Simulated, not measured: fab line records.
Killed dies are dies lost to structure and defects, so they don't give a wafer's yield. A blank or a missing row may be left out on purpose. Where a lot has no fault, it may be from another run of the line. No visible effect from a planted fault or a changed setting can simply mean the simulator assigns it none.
Which of the tools did it? -- flow n5Finfet -- 27 wafers from 9 lots sampled at 6 of the route's 1938 steps

== WHAT EACH GAUGE READ, for each wafer ==
N5_PMOS_HMC_CHANNEL_EPI_THK_MEAS_22. Usual: HMC_CMP_THK 53.8 nm, standard deviation 0.65.
lot,measured,on,HMC_CMP_THK (nm),flag
L338,day 2 13:53,filmMetro-01,54.1 52.7 54.0,
L345,day 4 08:02,filmMetro-02,53.2 53.2 52.8,
L346,day 4 15:02,filmMetro-01,54.1 54.7 54.6,
L347,day 4 20:29,filmMetro-02,53.7 53.7 53.9,
L348,day 5 03:28,filmMetro-02,54.0 54.3 52.9,
L349,day 5 08:22,filmMetro-02,49.3 49.5 49.2,OFF
L350,day 5 15:12,filmMetro-01,48.3 48.7 48.3,OFF
L355,day 6 20:34,filmMetro-01,52.6 54.7 54.6,
L358,day 7 13:11,filmMetro-01,53.7 53.6 53.3,

N5_BEOL_M4_RC_MEAS_101. Usual: CJ_P 5.78, standard deviation 0.14; DIBL_N 35.9 mV/V, standard deviation 1.4; DIBL_P 35.9 mV/V, standard deviation 1.7; IOFF_N 0.160 nA/um, standard deviation 0.026; IOFF_P 0.21 nA/um, standard deviation 0.036; ION_N 672 uA/um, standard deviation 11; ION_P 461 uA/um, standard deviation 8.1; SS_N 71.4 mV/dec, standard deviation 0.54; SS_P 73.2 mV/dec, standard deviation 0.67; VT_N 249.3 mV, standard deviation 2.7; VT_P -250 mV, standard deviation 3.9; VT_P_LONG -275 mV, standard deviation 3.8; VT_P_LVT -99 mV, standard deviation 3.5.
lot,measured,on,CJ_P,DIBL_N (mV/V),DIBL_P (mV/V),IOFF_N (nA/um),IOFF_P (nA/um),ION_N (uA/um),ION_P (uA/um),SS_N (mV/dec),SS_P (mV/dec),VT_N (mV),VT_P (mV),VT_P_LONG (mV),VT_P_LVT (mV),flag
L338,day 9 04:48,prober-02,5.87 6.06 5.83,36.3 38.0 36.7,36.2 39.1 35.7,0.161 0.208 0.169,0.22 0.28 0.21,674 682 674,462 465 454,71.1 72.0 71.8,74.1 73.7 73.2,249.6 246.3 250.4,-247 -248 -247,-273 -274 -275,-100 -96 -100,
L345,day 10 14:10,prober-02,5.91 5.99 5.97,35.7 34.4 33.6,35.9 34.8 33.0,0.157 0.137 0.122,0.21 0.20 0.17,667 666 648,456 463 452,71.3 70.3 71.2,73.0 73.0 71.8,250.1 248.8 253.3,-247 -248 -251,-273 -273 -272,-97 -96 -100,
L346,day 10 16:13,prober-01,5.81 5.68 5.62,35.7 32.5 36.7,36.3 31.9 37.0,0.153 0.104 0.161,0.19 0.14 0.20,676 658 663,455 448 452,70.7 70.6 71.4,74.0 72.7 74.8,248.6 258.3 250.6,-255 -257 -255,-281 -280 -280,-101 -103 -100,
L347,day 11 10:02,prober-02,5.71 5.80 5.61,38.3 35.8 36.1,39.4 36.3 36.8,0.204 0.158 0.169,0.25 0.20 0.21,676 686 687,464 466 463,72.0 71.6 71.7,73.9 72.9 72.5,243.8 248.7 245.5,-250 -250 -251,-277 -277 -277,-99 -100 -101,
L348,day 11 10:28,prober-01,5.90 5.53 5.86,37.2 33.9 36.1,37.7 32.7 35.5,0.182 0.125 0.163,0.26 0.18 0.21,679 672 674,476 458 461,71.4 71.0 71.4,73.8 72.8 73.1,245.9 253.8 249.0,-247 -249 -250,-275 -274 -272,-94 -100 -97,
L349,day 11 14:25,prober-01,6.32 6.27 6.28,35.7 35.4 36.0,38.3 38.0 38.5,0.171 0.163 0.169,0.20 0.19 0.20,692 673 684,421 412 418,71.6 71.1 72.0,73.5 73.8 73.7,245.1 247.9 247.9,-257 -254 -257,-284 -287 -284,-104 -104 -104,OFF
L350,day 11 15:05,prober-02,6.38 6.17 6.29,34.8 34.5 34.4,39.1 39.7 39.0,0.136 0.142 0.152,0.18 0.21 0.16,656 669 681,398 390 398,71.0 70.9 71.0,75.5 76.8 74.4,249.6 250.4 247.1,-265 -264 -264,-294 -295 -295,-114 -114 -113,OFF
L355,day 13 21:21,prober-02,6.06 5.62 5.72,36.1 37.1 37.0,34.4 36.0 36.6,0.142 0.142 0.158,0.15 0.17 0.18,664 643 674,450 441 450,70.9 71.9 71.8,72.8 73.1 73.2,249.5 253.3 248.2,-258 -254 -255,-280 -282 -282,-102 -101 -101,
L358,day 14 04:16,prober-02,5.71 5.81 5.89,36.1 35.0 38.2,36.2 35.4 39.4,0.149 0.136 0.190,0.18 0.17 0.24,665 678 675,456 459 462,71.0 70.9 71.5,72.9 73.7 74.2,252.6 253.1 249.5,-253 -255 -248,-274 -278 -275,-101 -101 -97,

== TOOL THAT RAN EACH LOT (tool first, then ch and the chambers of the sampled wafers, then the start) ==
lot,N5_PMOS_HMC_CHANNEL_EPI_STRIP_33,N5_PMOS_HMC_CHANNEL_EPI_EPI_20,N5_PMOS_HMC_CHANNEL_EPI_CMP_21,N5_PMOS_HMC_CHANNEL_EPI_EPI_26
L338,"rieDiel-03 ch 0,2,3, day 2 11:22","epiRpcvd-02 ch 0, day 2 11:51","cmp-04 ch 0,2,3, day 2 13:35","epiRpcvd-03 ch 0, day 2 13:59"
L345,"rieDiel-02 ch 0,1,2, day 4 05:31","epiRpcvd-02 ch 0, day 4 06:01","cmp-02 ch 0,1,3, day 4 07:50","epiRpcvd-01 ch 0, day 4 08:09"
L346,"rieDiel-04 ch 0,1, day 4 11:59","epiRpcvd-01 ch 0, day 4 12:50","cmp-02 ch 0,1,2, day 4 14:49","epiRpcvd-02 ch 0, day 4 15:13"
L347,"rieDiel-03 ch 0,2, day 4 17:57","epiRpcvd-03 ch 0, day 4 18:27","cmp-02 ch 1,2,3, day 4 20:16","epiRpcvd-03 ch 0, day 4 20:35"
L348,"rieDiel-04 ch 0,3, day 4 23:41","epiRpcvd-01 ch 0, day 5 00:40","cmp-02 ch 1,2,3, day 5 03:12","epiRpcvd-02 ch 0, day 5 03:38"
L349,"rieDiel-03 ch 0,3, day 5 05:50","epiRpcvd-02 ch 0, day 5 06:20","cmp-02 ch 2,3, day 5 08:07","epiRpcvd-03 ch 0, day 5 08:31"
L350,"rieDiel-02 ch 0,3, day 5 12:35","epiRpcvd-02 ch 0, day 5 13:20","cmp-03 ch 1,2,3, day 5 14:55","epiRpcvd-01 ch 0, day 5 15:23"
L355,"rieDiel-02 ch 1,2,3, day 6 18:02","epiRpcvd-03 ch 0, day 6 18:32","cmp-03 ch 1,3, day 6 20:18","epiRpcvd-01 ch 0, day 6 20:40"
L358,"rieDiel-03 ch 1,2,3, day 7 11:04","epiRpcvd-03 ch 0, day 7 11:34","cmp-03 ch 1,3, day 7 12:53","epiRpcvd-03 ch 0, day 7 13:18"
- N5_PMOS_HMC_CHANNEL_EPI_STRIP_33: strips in N2/H2.
- N5_PMOS_HMC_CHANNEL_EPI_EPI_20: deposits SiGe30, target thk 59 nm.
- N5_PMOS_HMC_CHANNEL_EPI_CMP_21: polishes SiGe30, target thk 54 nm.
- N5_PMOS_HMC_CHANNEL_EPI_EPI_26: deposits Si from SiH4/H2, target thk 3.8 nm, time 22.7 s.

== WHAT THE TOOLS THEMSELVES READ (means of the sampled wafers that have a number; where no wafer has one, the mark that the record gives instead) ==
N5_PMOS_HMC_CHANNEL_EPI_STRIP_33. Usual: drypumpMotorCurrentA 5.8 A, standard deviation 0.5; oesProductAu 0.79 a.u., standard deviation 0.082; rfVppV 54.3 V, standard deviation 1.6; showerheadPlenumPTorr 3.40 Torr, standard deviation 0.11; tempC 39.98 C, standard deviation 0.12; throttleValvePct 18.86 %, standard deviation 0.26.
lot,tool,drypumpMotorCurrentA (A),oesProductAu (a.u.),rfVppV (V),showerheadPlenumPTorr (Torr),tempC (C),throttleValvePct (%),flag
L338,rieDiel-03,5.5,0.77,52.6,3.31,39.99,18.85,
L345,rieDiel-02,5.7,0.78,54.3,3.41,39.91,19.06,
L346,rieDiel-04,5.8,0.75,53.4,3.39,39.97,18.72,
L347,rieDiel-03,5.3,0.81,52.6,3.38,40.03,18.80,
L348,rieDiel-04,5.7,0.72,53.6,3.43,40.00,18.82,
L349,rieDiel-03,5.8,0.82,53.2,3.44,40.02,18.89,
L350,rieDiel-02,6.1,0.89,54.4,3.51,40.11,18.86,
L355,rieDiel-02,6.2,0.93,54.7,3.48,40.02,18.74,
L358,rieDiel-03,5.6,0.82,53.5,3.38,39.83,18.72,

N5_PMOS_HMC_CHANNEL_EPI_EPI_20. Usual: 20.00 Torr for chamberPressureTorr, sd 0.04.
lot,tool,chamberPressureTorr (Torr),flag
L338,epiRpcvd-02,20.02,
L345,epiRpcvd-02,19.97,
L346,epiRpcvd-01,20.01,
L347,epiRpcvd-03,19.97,
L348,epiRpcvd-01,20.01,
L349,epiRpcvd-02,12.00,OFF
L350,epiRpcvd-02,11.95,OFF
L355,epiRpcvd-03,19.97,
L358,epiRpcvd-03,20.02,

N5_PMOS_HMC_CHANNEL_EPI_CMP_21. Usual: motorCurrentA 12.2 A, standard deviation 1.5; padLifeWafers 1019, standard deviation 570.
lot,tool,motorCurrentA (A),padLifeWafers,flag
L338,cmp-04,11.1,1189,
L345,cmp-02,12.4,626,
L346,cmp-02,13.6,668,
L347,cmp-02,12.0,716,
L348,cmp-02,12.6,758,
L349,cmp-02,12.4,787,
L350,cmp-03,12.1,470,
L355,cmp-03,12.2,710,
L358,cmp-03,12.3,859,

N5_PMOS_HMC_CHANNEL_EPI_EPI_26. Usual: chamberPressureTorr 20.01 Torr, standard deviation 0.041; throttleValvePct 11.37 %, standard deviation 0.24.
lot,tool,chamberPressureTorr (Torr),throttleValvePct (%),flag
L338,epiRpcvd-03,20.03,11.53,
L345,epiRpcvd-01,20.03,11.34,
L346,epiRpcvd-02,20.00,11.18,
L347,epiRpcvd-03,20.02,11.63,
L348,epiRpcvd-02,20.06,11.20,
L349,epiRpcvd-03,19.96,11.61,
L350,epiRpcvd-01,20.01,11.33,
L355,epiRpcvd-01,20.01,11.26,
L358,epiRpcvd-03,20.00,11.61,

== THE ANSWER, worked out from the rows above alone ==
Rule: a lot counts as off when the mean over its wafers that have a number is more than 3 standard deviations away from the usual mean. Also off: a lot with no number at a reading for which 4 or more lots have one. Any other lot the step has rows for is counted as sound. The gauges are gone through in route order, then the tools' own readings, and for those a lot's mean is taken as printed above. The first step at which some lot is off is used, and at that step the reading that is off furthest; a lot without a number counts as furthest.
Off: L349, L350, at N5_PMOS_HMC_CHANNEL_EPI_THK_MEAS_22 (HMC_CMP_THK).
If a tool, at a process step before that reading, ran all the lots that are off and no sound lot after the first of them, it fits. Not tried: the gauges at N5_PMOS_HMC_CHANNEL_EPI_THK_MEAS_22; whatever is off there is also off at N5_BEOL_M4_RC_MEAS_101, on other tools, and gauge error can't account for it. One candidate fits, namely epiRpcvd-02 at N5_PMOS_HMC_CHANNEL_EPI_EPI_20. Its last sound lot is L345 (day 4 06:01), its first lot that is off L349 (day 5 06:20): a fault that began between those two fits.
On the lots that are off, the tool's own readings at N5_PMOS_HMC_CHANNEL_EPI_EPI_20 differ by more than 5 times the standard deviation of the sound lots' means, which bears it out; chamberPressureTorr reads 11.97 Torr there versus 20.00 Torr on the sound lots.

== WHAT HAD BEEN PUT IN BY THE SIMULATOR ==
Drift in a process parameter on epiRpcvd-02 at N5_PMOS_HMC_CHANNEL_EPI_EPI_20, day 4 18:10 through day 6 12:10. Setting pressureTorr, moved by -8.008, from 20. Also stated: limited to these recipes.
Shown lots that were struck: L349, L350. Same finding as the rule above.
